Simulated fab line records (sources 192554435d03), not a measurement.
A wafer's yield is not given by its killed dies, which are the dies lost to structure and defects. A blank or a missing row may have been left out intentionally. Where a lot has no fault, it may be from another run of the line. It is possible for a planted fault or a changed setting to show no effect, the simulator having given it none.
fab line records	flow n5_finfet
record: lots: 7	wafers: 21
route steps=1938 shown BEOL_M0_SAQP@646 BEOL_M1@770 BEOL_M2@846 BEOL_M3@960 BEOL_M4@1021
start_h: hours from the record's first day to the start of the lot's first wafer shown	wait_h: how many hours have passed since the lot's step before this one	" as in the row above	L1.1+2: one row covering several wafers at once	- no value, or no start given	* or withheld: withheld	< > ~ a bound
route shown NAME@n: a module of which the file shows steps, and the number in the route of the first	usual: mean/standard deviation of fault-free wafers	same: alike in all rows	chamber/n: place in a boat	sites: each site's reading	_std_site: their standard deviation	_edge_site: the outer-site mean with the inner-site mean subtracted	radius_mm: how far each site lies from the wafer's centre	mask NAME#n: copy n	behind: tool/chamber where the wafer was last shaped	hold: why the lot went on hold/how many hours it stayed there/how the hold came to an end	device: which transistor (n, p or np) failed to switch	end of line: at the end of the route, the tests of the same wafers	a step without rows: its recipe alone	killed: dies lost to structure and defects at the first sort, not the wafer's yield	map: dies across one wafer; x = killed, . = not, _ = none there
set.NAME: setting as actually run; set.NAME@STEP: the setting as run at that earlier step	model.NAME: the simulator's own value behind a step, which no gauge read
lots with deliberately changed settings; one table per step, one row per wafer
== steps ==
step: N5_BEOL_M0_SAQP_EXPOSE_11
recipe: mask_id: M0_CORE	na: 1.35	source_shape: dipole	sigma_inner: 0.538	sigma_outer: 0.738	polarization: te	target_cd_nm: 42	dose_mj: 55
lot.wafer	tool	chamber	start_h	wait_h	mask	set.dose_mj
L074.2+3+4	arfi_scanner-03	0	106.91	-	M0_CORE#0	55
L076.1+3+6	arfi_scanner-02	0	122.38	-	M0_CORE#0	55
L082.1+5	arfi_scanner-03	0	157.90	-	M0_CORE#0	58.35
L082.4	"	0	"	"	M0_CORE#0	55
L086.2+6	arfi_scanner-03	0	179.83	-	M0_CORE#0	51.59
L086.5	"	0	"	"	M0_CORE#0	55
L094.2	arfi_scanner-01	0	226.97	-	M0_CORE#0	57.05
L094.3+4	"	0	"	"	M0_CORE#0	55
L095.2+4+5	arfi_scanner-02	0	235.24	-	M0_CORE#0	55
L097.1+3	arfi_scanner-03	0	244.19	-	M0_CORE#0	55
L097.6	"	0	"	"	M0_CORE#0	53.02
step: N5_BEOL_M0_SAQP_PEB_12
recipe: peb_temp_c: withheld	peb_time_s: 60	resist: CAR-ArF
step: N5_BEOL_M0_SAQP_DEVELOP_13
recipe: develop_time_s: 30	developer: TMAH	resist: CAR-ArF	dev_temp_c: 23	rinse_liquid: diw	dry: air_spin
step: N5_BEOL_M0_SAQP_CD_MEAS_14
recipe: target_cd_nm: 42.5	landing_energy_ev: 500	detector: se_inlens
usual: cd_nm: 42.5/0.31
lot.wafer	tool	chamber	start_h	wait_h	set.dose_mj@BEOL_M0_SAQP_EXPOSE_11	cd_nm
L074.2	cd_sem-01	0	107.03	-	55	42.8
L074.3	"	0	"	"	55	42.1
L074.4	"	0	"	"	55	42.5
L076.1	cd_sem-02	0	122.51	-	55	42.3
L076.3	"	0	"	"	55	42.7
L076.6	"	0	"	"	55	42.6
L082.1	cd_sem-02	0	158.03	-	58.35	40.9
L082.4	"	0	"	"	55	42.6
L082.5	"	0	"	"	58.35	40.9
L086.2	cd_sem-01	0	179.95	-	51.59	44.9
L086.5	"	0	"	"	55	42.4
L086.6	"	0	"	"	51.59	44.4
L094.2	cd_sem-02	0	227.09	-	57.05	41.4
L094.3	"	0	"	"	55	42.5
L094.4	"	0	"	"	55	42.9
L095.2	cd_sem-01	0	235.36	-	55	42.6
L095.4	"	0	"	"	55	42.7
L095.5	"	0	"	"	55	42.5
L097.1	cd_sem-03	0	244.31	-	55	42.7
L097.3	"	0	"	"	55	43.0
L097.6	"	0	"	"	53.02	43.6
step: N5_BEOL_M0_SAQP_DESCUM_19
recipe: chemistry: O2	time_s: 7.9	source_power_w: 50	bias_power_w: 20	pressure_mtorr: 20	rf_frequency_hz: 2.712e+07	temp_c: 40	resist: CAR-ArF	o2_flow_sccm: 225
lot.wafer	tool	chamber	start_h	wait_h	set.spin_rpm@BEOL_M0_SAQP_COAT_08	model.CAR-ArF_of_BEOL_M0_SAQP_COAT_08.thk_nm
L074.2	rie_diel-03	0	107.50	0.4	1434	85.2
L074.3	"	3	"	"	1500	83
L074.4	"	2	"	"	1434	85.4
L076.1	rie_diel-04	1	122.60	0.0	1500	83
L076.3+6	"	3,2	"	"	1500	83.4
L082.1	rie_diel-03	2	158.12	0.0	1500	83.6
L082.4	"	3	"	"	1416	86.2
L082.5	"	1	"	"	1416	85.8
L086.2	rie_diel-05	0	180.07	0.1	1369	87.2
L086.5+6	"	3,2	"	"	1500	83
L094.2	rie_diel-04	1	227.18	0.0	1337	88.4
L094.3	"	0	"	"	1337	88.6
L094.4	"	3	"	"	1500	83.2
L095.2+4	rie_diel-05	0,1	235.45	0.0	1500	83.4
L095.5	"	1	"	"	1500	83.2
L097.1+3+6	rie_diel-03	1,0,3	244.40	0.0	1500	83.6
step: N5_BEOL_M1_ETCH_64
recipe: chemistry: N2/H2	target: SOC	target_depth_a: 750	overetch_a: 150	mask_material: SiARC	temp_c: 40	time_s: 112.5	ion_energy_ev: 200	pressure_mtorr: 30	source_w: 840	bias_w: 150	n2_flow_sccm: 200	h2_flow_sccm: 200
usual: rf_vpp_V: 524.2/2.8
lot.wafer	tool	chamber	start_h	wait_h	set.source_w	rf_vpp_V	model.SiARC_of_BEOL_M1_COAT_62.thk_nm
L074.2	rie_diel-05	1	120.72	0.0	913.1	513.6	6.4
L074.3	"	3	"	"	840	523.3	6.8
L074.4	"	2	"	"	840	527.5	6.8
L076.1	rie_diel-04	3	138.75	0.0	840	521.0	6.8
L076.3	"	1	"	"	792.8	533.3	6.8
L076.6	"	3	"	"	792.8	529.9	7
L082.1	rie_diel-03	0	173.99	0.0	840	524.0	6.8
L082.4	"	3	"	"	840	528.1	6.8
L082.5	"	3	"	"	840	529.5	6.8
L086.2	rie_diel-05	2	194.96	0.0	703.2	559.0	7.4
L086.5	"	0	"	"	840	522.8	6.8
L086.6	"	3	"	"	840	523.6	7
L094.2	rie_diel-03	1	242.12	0.0	840	520.3	7
L094.3	"	0	"	"	971.6	500.0	6.4
L094.4	"	2	"	"	840	524.4	6.8
L095.2	rie_diel-05	0	249.00	0.0	840	521.0	6.6
L095.4	"	2	"	"	840	527.3	6.8
L095.5	"	0	"	"	840	521.8	6.6
L097.1	rie_diel-04	3	262.89	0.0	840	519.5	6.8
L097.3	"	1	"	"	840	522.3	6.8
L097.6	"	2	"	"	840	526.6	6.8
step: N5_BEOL_M1_COAT_68
recipe: resist: SiARC	temp_c: 220	time_s: 60	spin_rpm: 1500	resist_thk_nm: 12
lot.wafer	tool	chamber	start_h	wait_h	set.spin_rpm	model.SiARC_of_BEOL_M1_COAT_68.thk_nm
L074.2	litho_track-04	0	-	-	1500	12
L074.3+4	"	0	"	"	1593	11.6
L076.1+3	litho_track-04	0	-	-	1500	12
L076.6	"	0	"	"	1410	12.4
L082.1+4	litho_track-02	0	-	-	1559	11.8
L082.5	"	0	"	"	1500	12
L086.2+5+6	litho_track-02	0	-	-	1500	12
L094.2+3+4	litho_track-02	0	-	-	1500	12
L095.2+4+5	litho_track-05	0	-	-	1500	12
L097.1	litho_track-05	0	-	-	1500	12
L097.3+6	"	0	"	"	1404	12.4
step: N5_BEOL_M1_COAT_76
recipe: resist: underlayer	temp_c: 205	time_s: 60	spin_rpm: 1500	resist_thk_nm: 5
step: N5_BEOL_M1_COAT_22
recipe: resist: CAR-EUV	spin_rpm: 1500	resist_thk_nm: 30
step: N5_BEOL_M1_DESCUM_33
recipe: chemistry: O2	time_s: 7	source_power_w: 50	bias_power_w: 20	pressure_mtorr: 20	rf_frequency_hz: 2.712e+07	temp_c: 40	resist: CAR-EUV	o2_flow_sccm: 225
step: N5_BEOL_M1_ETCH_77
recipe: chemistry: N2/H2	target: underlayer	target_depth_a: 65	mask_material: CAR-EUV	time_s: 5.2	ion_energy_ev: 200	pressure_mtorr: 30	source_w: 840	bias_w: 150	n2_flow_sccm: 200	h2_flow_sccm: 200	ends: cleared
step: N5_BEOL_M1_ETCH_69
recipe: chemistry: CF4	target: SiARC	target_depth_a: 156	mask_material: CAR-EUV	time_s: 26	ion_energy_ev: 80	pressure_mtorr: 40	source_w: 545	bias_w: 36	Ar_flow_sccm: 100	cf4_flow_sccm: 100	ends: cleared
lot.wafer	tool	chamber	start_h	wait_h	set.spin_rpm@BEOL_M1_COAT_68	model.etch.depth_nm
L074.2	rie_diel-05	1	121.77	0.0	1500	12.04
L074.3	"	0	"	"	1593	11.67
L074.4	"	2	"	"	1593	11.65
L076.1+3	rie_diel-03	2,0	139.89	0.0	1500	12.02
L076.6	"	1	"	"	1410	12.39
L082.1+4	rie_diel-03	1,2	174.95	0.0	1559	11.77
L082.5	"	3	"	"	1500	12.04
L086.2	rie_diel-03	0	195.81	0.0	1500	12.04
L086.5	"	0	"	"	1500	12.07
L086.6	"	1	"	"	1500	12.02
L094.2	rie_diel-05	1	243.25	0.0	1500	11.95
L094.3	"	0	"	"	1500	12
L094.4	"	1	"	"	1500	11.98
L095.2	rie_diel-05	1	249.84	0.0	1500	12.04
L095.4	"	0	"	"	1500	12.01
L095.5	"	1	"	"	1500	12
L097.1	rie_diel-04	2	263.91	0.0	1500	12.04
L097.3	"	1	"	"	1404	12.37
L097.6	"	3	"	"	1404	12.43
step: N5_BEOL_M2_COAT_62
recipe: resist: SiARC	temp_c: 220	time_s: 60	spin_rpm: 1500	resist_thk_nm: 12
lot.wafer	tool	chamber	start_h	wait_h	set.spin_rpm	model.SiARC_of_BEOL_M2_COAT_62.thk_nm
L074.2+3	litho_track-03	0	-	-	1399	12.4
L074.4	"	0	"	"	1500	12
L076.1+3	litho_track-01	0	-	-	1500	12
L076.6	"	0	"	"	1668	11.4
L082.1+5	litho_track-03	0	-	-	1500	12
L082.4	"	0	"	"	1666	11.4
L086.2+5	litho_track-01	0	-	-	1500	12
L086.6	"	0	"	"	1382	12.6
L094.2	litho_track-03	0	-	-	1445	12.2
L094.3+4	"	0	"	"	1500	12
L095.2+4+5	litho_track-03	0	-	-	1500	12
L097.1	litho_track-01	0	-	-	1500	12.2
L097.3+6	"	0	"	"	1500	12
step: N5_BEOL_M2_ETCH_74
recipe: chemistry: N2/H2	target: underlayer	target_depth_a: 65	mask_material: CAR-EUV	time_s: 5.2	ion_energy_ev: 200	pressure_mtorr: 30	source_w: 840	bias_w: 150	n2_flow_sccm: 200	h2_flow_sccm: 200	ends: cleared
usual: etch_rf_on_time_s: 5.17/0.064	rf_vpp_V: 525/3.1
lot.wafer	tool	chamber	start_h	wait_h	set.source_w	etch_rf_on_time_s	rf_vpp_V
L074.2	rie_diel-01	2	135.13	0.0	773.8	5.52	540
L074.3	"	0	"	"	773.8	5.58	535
L074.4	"	1	"	"	840	5.08	527
L076.1	rie_diel-06	3	147.25	0.0	840	5.19	524
L076.3	"	0	"	"	962.7	4.61	500
L076.6	"	3	"	"	840	5.23	524
L082.1	rie_diel-06	2	190.89	0.0	840	5.14	525
L082.4	"	1	"	"	840	5.16	522
L082.5	"	1	"	"	934.7	4.73	504
L086.2	rie_diel-06	1	208.83	0.0	840	5.24	525
L086.5	"	2	"	"	939.1	4.70	507
L086.6	"	3	"	"	840	5.27	524
L094.2	rie_diel-06	0	254.74	0.0	840	5.14	522
L094.3	"	3	"	"	922.6	4.83	507
L094.4	"	1	"	"	922.6	4.85	503
L095.2	rie_diel-02	2	258.00	0.0	840	5.09	526
L095.4	"	3	"	"	840	5.17	519
L095.5	"	2	"	"	840	5.06	527
L097.1	rie_diel-02	0	279.84	0.0	974.1	4.53	502
L097.3	"	2	"	"	840	5.15	527
L097.6	"	0	"	"	974.1	4.55	503
step: N5_BEOL_M2_ETCH_63
recipe: chemistry: CF4	target: SiARC	target_depth_a: 156	mask_material: CAR-EUV	time_s: 26	ion_energy_ev: 80	pressure_mtorr: 40	source_w: 545	bias_w: 36	Ar_flow_sccm: 100	cf4_flow_sccm: 100	ends: cleared
usual: etch_rf_on_time_s: 26.0/0.35
lot.wafer	tool	chamber	start_h	wait_h	set.spin_rpm@BEOL_M2_COAT_62	etch_rf_on_time_s	model.etch.depth_nm
L074.2	rie_diel-01	2	135.15	0.0	1399	26.8	12.41
L074.3	"	0	"	"	1399	27.3	12.45
L074.4	"	1	"	"	1500	25.7	12.02
L076.1	rie_diel-06	3	147.26	0.0	1500	25.9	12.03
L076.3	"	0	"	"	1500	25.9	12.02
L076.6	"	3	"	"	1668	24.5	11.37
L082.1	rie_diel-06	2	190.91	0.0	1500	25.7	11.95
L082.4	"	1	"	"	1666	24.9	11.36
L082.5	"	1	"	"	1500	26.1	11.94
L086.2	rie_diel-06	1	208.85	0.0	1500	26.5	12.02
L086.5	"	2	"	"	1500	26.0	12.01
L086.6	"	3	"	"	1382	27.4	12.54
L094.2	rie_diel-06	0	254.76	0.0	1445	25.5	12.17
L094.3	"	3	"	"	1500	25.3	11.95
L094.4	"	1	"	"	1500	25.7	11.96
L095.2	rie_diel-02	2	258.02	0.0	1500	25.7	11.99
L095.4	"	3	"	"	1500	26.1	11.94
L095.5	"	2	"	"	1500	25.8	12
L097.1	rie_diel-02	0	279.86	0.0	1500	25.7	12.11
L097.3	"	2	"	"	1500	26.0	12.1
L097.6	"	0	"	"	1500	25.8	12.06
step: N5_BEOL_M2_ETCH_64
recipe: chemistry: N2/H2	target: SOC	target_depth_a: 750	overetch_a: 225	mask_material: SiARC	temp_c: 40	time_s: 121.9	ion_energy_ev: 200	pressure_mtorr: 30	source_w: 840	bias_w: 150	n2_flow_sccm: 200	h2_flow_sccm: 200
lot.wafer	tool	chamber	start_h	wait_h	set.spin_rpm@BEOL_M2_COAT_62	model.SiARC_of_BEOL_M2_COAT_62.thk_nm
L074.2+3	rie_diel-01	2,0	135.18	0.0	1399	6.8
L074.4	"	1	"	"	1500	6.2
L076.1	rie_diel-06	3	147.29	0.0	1500	6.4
L076.3	"	0	"	"	1500	6.2
L076.6	"	3	"	"	1668	5.8
L082.1	rie_diel-06	2	190.94	0.0	1500	6.2
L082.4	"	1	"	"	1666	5.8
L082.5	"	1	"	"	1500	6.4
L086.2+5	rie_diel-06	1,2	208.88	0.0	1500	6.4
L086.6	"	3	"	"	1382	7
L094.2	rie_diel-06	0	254.78	0.0	1445	6.4
L094.3+4	"	3,1	"	"	1500	6.4
L095.2+4+5	rie_diel-02	2,3,2	258.05	0.0	1500	6.2
L097.1+3	rie_diel-02	0,2	279.89	0.0	1500	6.4
L097.6	"	0	"	"	1500	6.2
step: N5_BEOL_M3_COAT_22
recipe: resist: CAR-EUV	spin_rpm: 1500	resist_thk_nm: 30
lot.wafer	tool	chamber	start_h	wait_h	set.spin_rpm	model.CAR-EUV_of_BEOL_M3_COAT_22.thk_nm
L074.2	litho_track-04	0	-	-	1500	30
L074.3	"	0	"	"	1500	29.8
L074.4	"	0	"	"	1606	29
L076.1	litho_track-01	0	-	-	1500	30
L076.3	"	0	"	"	1583	29.4
L076.6	"	0	"	"	1583	29.2
L082.1+4	litho_track-04	0	-	-	1456	30.4
L082.5	"	0	"	"	1456	30.6
L086.2+5	litho_track-05	0	-	-	1635	28.8
L086.6	"	0	"	"	1500	30.2
L094.2	litho_track-01	0	-	-	1599	29
L094.3+4	"	0	"	"	1599	29.2
L095.2+4	litho_track-04	0	-	-	1500	30
L095.5	"	0	"	"	1500	30.2
L097.1+3+6	litho_track-05	0	-	-	1500	30
step: N5_BEOL_M3_EXPOSE_25
recipe: mask_id: V2	na: 0.33	source_shape: quasar	sigma_inner: 0.2	sigma_outer: 0.8	polarization: unpolarized	defocus_nm: 5	dose_mj: 63
lot.wafer	tool	chamber	start_h	wait_h	mask	set.dose_mj
L074.2+4	euv_scanner-01	0	143.47	-	V2#0	61.22
L074.3	"	0	"	"	V2#0	63
L076.1	euv_scanner-01	0	164.43	-	V2#0	63
L076.3+6	"	0	"	"	V2#0	60.95
L082.1+4+5	euv_scanner-02	0	203.50	-	V2#0	63
L086.2	euv_scanner-02	0	220.46	-	V2#0	59.22
L086.5+6	"	0	"	"	V2#0	63
L094.2+3	euv_scanner-01	0	269.43	-	V2#0	59.18
L094.4	"	0	"	"	V2#0	63
L095.2+4+5	euv_scanner-01	0	270.64	-	V2#0	63
L097.1+3+6	euv_scanner-02	0	290.01	-	V2#0	60.8
step: N5_BEOL_M3_PEB_26
recipe: peb_temp_c: 100	peb_time_s: 60	resist: CAR-EUV
step: N5_BEOL_M3_DEVELOP_27
recipe: develop_time_s: 30	developer: TMAH	resist: CAR-EUV	rinse_liquid: surfactant_rinse	dry: air_spin	dev_temp_c: 23
step: N5_BEOL_M3_CD_MEAS_28
recipe: target_cd_nm: 25.7	landing_energy_ev: 500	detector: se_inlens	target_cd_y_nm: 23.3	polarity: opening
usual: cd_nm: 25.71/0.23
lot.wafer	tool	chamber	start_h	wait_h	set.dose_mj@BEOL_M3_EXPOSE_25	cd_nm
L074.2	cd_sem-02	0	143.60	-	61.22	24.98
L074.3	"	0	"	"	63	25.59
L074.4	"	0	"	"	61.22	25.19
L076.1	cd_sem-01	0	164.57	-	63	25.74
L076.3	"	0	"	"	60.95	24.95
L076.6	"	0	"	"	60.95	25.08
L082.1	cd_sem-01	0	203.64	-	63	25.47
L082.4	"	0	"	"	63	25.61
L082.5	"	0	"	"	63	25.44
L086.2	cd_sem-03	0	220.60	-	59.22	24.70
L086.5	"	0	"	"	63	25.66
L086.6	"	0	"	"	63	25.69
L094.2	cd_sem-02	0	269.57	-	59.18	24.97
L094.3	"	0	"	"	59.18	25.00
L094.4	"	0	"	"	63	25.83
L095.2	cd_sem-01	0	270.78	-	63	25.20
L095.4	"	0	"	"	63	25.83
L095.5	"	0	"	"	63	25.82
L097.1	cd_sem-03	0	290.15	-	60.8	25.30
L097.3	"	0	"	"	60.8	25.22
L097.6	"	0	"	"	60.8	25.19
step: N5_BEOL_M4_ILD_DEP_00
recipe: material: SiOC	target_thk_a: 790	temp_c: 350	precursor: DEMS/O2	pressure_torr: 5	rf_w: 500	time_s: 15.3
lot.wafer	tool	chamber	start_h	wait_h	set.time_s	model.SiOC_of_BEOL_M4_ILD_DEP_00.thk_nm
L074.2	pecvd-02	2	155.46	0.0	16.98	86.2
L074.3	"	1	"	"	15.3	78
L074.4	"	1	"	"	15.3	78.2
L076.1	pecvd-01	2	171.81	0.0	15.3	78.2
L076.3	"	0	"	"	15.3	78
L076.6	"	1	"	"	13.27	69.4
L082.1	pecvd-02	1	211.54	0.0	15.3	77.2
L082.4	"	0	"	"	14.52	74
L082.5	"	1	"	"	14.52	74.2
L086.2	pecvd-03	2	226.73	0.0	13.6	69.6
L086.5	"	0	"	"	15.3	79.2
L086.6	"	1	"	"	13.6	70.8
L095.2	pecvd-03	2	277.94	0.0	15.3	79.2
L095.4	"	0	"	"	15.3	79
L095.5	"	2	"	"	15.3	79.6
L094.2	pecvd-02	2	284.09	0.0	14.25	72.4
L094.3	"	0	"	"	15.3	77.4
L094.4	"	0	"	"	15.3	79.8
L097.1	pecvd-02	2	295.53	0.0	15.3	78.6
L097.3	"	0	"	"	15.3	77.8
L097.6	"	0	"	"	16.76	86.8
step: N5_BEOL_M4_THK_MEAS_01
recipe: reads: SiOC_of_BEOL_M4_ILD_DEP_00
usual: M4_ILD_THK: 78.9/0.96
lot.wafer	tool	chamber	start_h	wait_h	set.time_s@BEOL_M4_ILD_DEP_00	M4_ILD_THK[nm]
L074.2	film_metro-02	-	155.53	0.1	16.98	86.2
L074.3	"	-	"	"	15.3	78.0
L074.4	"	-	"	"	15.3	78.3
L076.1	film_metro-01	-	171.88	0.0	15.3	78.3
L076.3	"	-	"	"	15.3	78.1
L076.6	"	-	"	"	13.27	69.5
L082.1	film_metro-01	-	211.63	0.1	15.3	77.2
L082.4	"	-	"	"	14.52	74.0
L082.5	"	-	"	"	14.52	74.3
L086.2	film_metro-02	-	226.80	0.1	13.6	69.6
L086.5	"	-	"	"	15.3	79.2
L086.6	"	-	"	"	13.6	70.9
L095.2	film_metro-01	-	278.01	0.1	15.3	79.2
L095.4	"	-	"	"	15.3	78.9
L095.5	"	-	"	"	15.3	79.6
L094.2	film_metro-02	-	284.16	0.1	14.25	72.3
L094.3	"	-	"	"	15.3	77.4
L094.4	"	-	"	"	15.3	79.7
L097.1	film_metro-01	-	295.60	0.0	15.3	78.6
L097.3	"	-	"	"	15.3	77.9
L097.6	"	-	"	"	16.76	86.6
step: N5_BEOL_M4_HM_DEP_02
recipe: material: TiN	target_thk_a: 200	temp_c: 25	chamber_pressure_pa: 0.49996
lot.wafer	tool	chamber	start_h	wait_h	set.target_thk_a	model.TiN_of_BEOL_M4_HM_DEP_02.thk_nm
L074.2	pvd_sputter-02	-	156.95	1.4	182.9	18.2
L074.3	"	-	"	"	182.9	17.8
L074.4	"	-	"	"	182.9	18
L076.1+6	pvd_sputter-02	-	172.44	0.5	200	20
L076.3	"	-	"	"	174.8	17.4
L082.1	pvd_sputter-03	-	212.03	0.4	200	20.2
L082.4	"	-	"	"	182	18.2
L082.5	"	-	"	"	182	18.4
L086.2+5	pvd_sputter-03	-	228.92	2.0	200	20
L086.6	"	-	"	"	200	20.2
L095.2+5	pvd_sputter-02	-	279.07	1.0	200	20
L095.4	"	-	"	"	200	20.2
L094.2	pvd_sputter-01	-	285.35	1.1	174.9	17.2
L094.3	"	-	"	"	200	19.6
L094.4	"	-	"	"	200	19.4
L097.1	pvd_sputter-01	-	296.96	1.3	221	21.8
L097.3+6	"	-	"	"	200	19.8
step: N5_BEOL_M4_COAT_61
recipe: resist: SOC	temp_c: 250	time_s: 60	spin_rpm: 1500	resist_thk_nm: 60
step: N5_BEOL_M4_COAT_62
recipe: resist: SiARC	temp_c: 220	time_s: 60	spin_rpm: 1500	resist_thk_nm: 12
step: N5_BEOL_M4_STRIP_75
recipe: chemistry: N2/H2	temp_c: 40	n2_flow_sccm: 200	h2_flow_sccm: 200	rf_frequency_hz: 6e+07
step: N5_BEOL_M4_STRIP_66
recipe: chemistry: CF4	resist: SiARC	power_w: 300	bias_power_w: 75	pressure_mtorr: 50	cf4_flow_sccm: 150	rf_frequency_hz: 6e+07
step: N5_BEOL_M4_HM_OPEN_17
recipe: chemistry: Cl2/BCl3	target_depth_a: 200	overetch_a: 60	target: TiN	mask_material: SOC	ion_energy_ev: 150	pressure_mtorr: 10	icp_w: 1000	bias_w: 126	Cl2_flow_sccm: 53.25	bcl3_flow_sccm: 21.75	Ar_flow_sccm: 25
lot.wafer	tool	chamber	start_h	wait_h	set.target_thk_a@BEOL_M4_HM_DEP_02	model.etch.depth_nm
L074.2	rie_metal-03	0	157.72	0.0	182.9	18.14
L074.3	"	0	"	"	182.9	17.84
L074.4	"	1	"	"	182.9	17.92
L076.1	rie_metal-02	1	173.21	0.0	200	20.03
L076.3	"	0	"	"	174.8	17.48
L076.6	"	1	"	"	200	20
L082.1	rie_metal-03	0	213.21	0.0	200	20.13
L082.4	"	0	"	"	182	18.29
L082.5	"	1	"	"	182	18.34
L086.2	rie_metal-02	0	229.69	0.0	200	20.07
L086.5	"	0	"	"	200	20.02
L086.6	"	1	"	"	200	20.19
L095.2	rie_metal-03	0	279.84	0.0	200	19.96
L095.4	"	0	"	"	200	20.12
L095.5	"	1	"	"	200	20.05
L094.2	rie_metal-01	1	286.77	0.0	174.9	17.17
L094.3	"	0	"	"	200	19.66
L094.4	"	1	"	"	200	19.47
L097.1	rie_metal-02	1	297.99	0.0	221	21.79
L097.3	"	0	"	"	200	19.75
L097.6	"	1	"	"	200	19.85
== key ==
split: step: N5_BEOL_M0_SAQP_EXPOSE_11	setting: dose_mj	stated: 55	by: wafer
response: step: N5_BEOL_M0_SAQP_CD_MEAS_14	reading: cd_nm	change: -0.312	per: 1%	r: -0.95
split: step: N5_BEOL_M1_ETCH_64	setting: source_w	stated: 840	by: wafer
response: step: N5_BEOL_M1_ETCH_64	reading: rf_vpp_V	change: -1.77	per: 1%	r: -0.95
response: step: N5_BEOL_M1_ETCH_64	reading: model.SiARC_of_BEOL_M1_COAT_62.thk_nm	change: -0.0324	per: 1%	r: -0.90
split: step: N5_BEOL_M1_COAT_68	setting: spin_rpm	stated: 1500	by: wafer
response: step: N5_BEOL_M1_COAT_68	reading: model.SiARC_of_BEOL_M1_COAT_68.thk_nm	change: -0.0629	per: 1%	r: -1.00
response: step: N5_BEOL_M1_ETCH_69	reading: model.etch.depth_nm	change: -0.061	per: 1%	r: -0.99
split: step: N5_BEOL_M2_COAT_62	setting: spin_rpm	stated: 1500	by: wafer
response: step: N5_BEOL_M2_COAT_62	reading: model.SiARC_of_BEOL_M2_COAT_62.thk_nm	change: -0.0584	per: 1%	r: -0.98
response: step: N5_BEOL_M2_ETCH_63	reading: etch_rf_on_time_s	change: *	per: 1%	r: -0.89
response: step: N5_BEOL_M2_ETCH_63	reading: model.etch.depth_nm	change: -0.058	per: 1%	r: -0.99
response: step: N5_BEOL_M2_ETCH_64	reading: model.SiARC_of_BEOL_M2_COAT_62.thk_nm	change: -0.054	per: 1%	r: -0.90
split: step: N5_BEOL_M2_ETCH_74	setting: source_w	stated: 840	by: wafer
response: step: N5_BEOL_M2_ETCH_74	reading: etch_rf_on_time_s	change: *	per: 1%	r: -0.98
response: step: N5_BEOL_M2_ETCH_74	reading: rf_vpp_V	change: -1.59	per: 1%	r: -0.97
split: step: N5_BEOL_M3_COAT_22	setting: spin_rpm	stated: 1500	by: wafer
response: step: N5_BEOL_M3_COAT_22	reading: model.CAR-EUV_of_BEOL_M3_COAT_22.thk_nm	change: -0.141	per: 1%	r: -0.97
split: step: N5_BEOL_M3_EXPOSE_25	setting: dose_mj	stated: 63	by: wafer
response: step: N5_BEOL_M3_CD_MEAS_28	reading: cd_nm	change: +0.161	per: 1%	r: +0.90
split: step: N5_BEOL_M4_ILD_DEP_00	setting: time_s	stated: 15.3	by: wafer
response: step: N5_BEOL_M4_ILD_DEP_00	reading: model.SiOC_of_BEOL_M4_ILD_DEP_00.thk_nm	change: +0.761	per: 1%	r: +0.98
response: step: N5_BEOL_M4_THK_MEAS_01	reading: M4_ILD_THK	change: +0.756	per: 1%	r: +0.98
split: step: N5_BEOL_M4_HM_DEP_02	setting: target_thk_a	stated: 200	by: wafer
response: step: N5_BEOL_M4_HM_DEP_02	reading: model.TiN_of_BEOL_M4_HM_DEP_02.thk_nm	change: +0.196	per: 1%	r: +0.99
response: step: N5_BEOL_M4_HM_OPEN_17	reading: model.etch.depth_nm	change: +0.195	per: 1%	r: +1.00
split outside_this_file step=N5_BEOL_M0_SAQP_COAT_08 setting=spin_rpm
split outside_this_file: this setting was split too, and the file shows its column; the key of that split is in another file
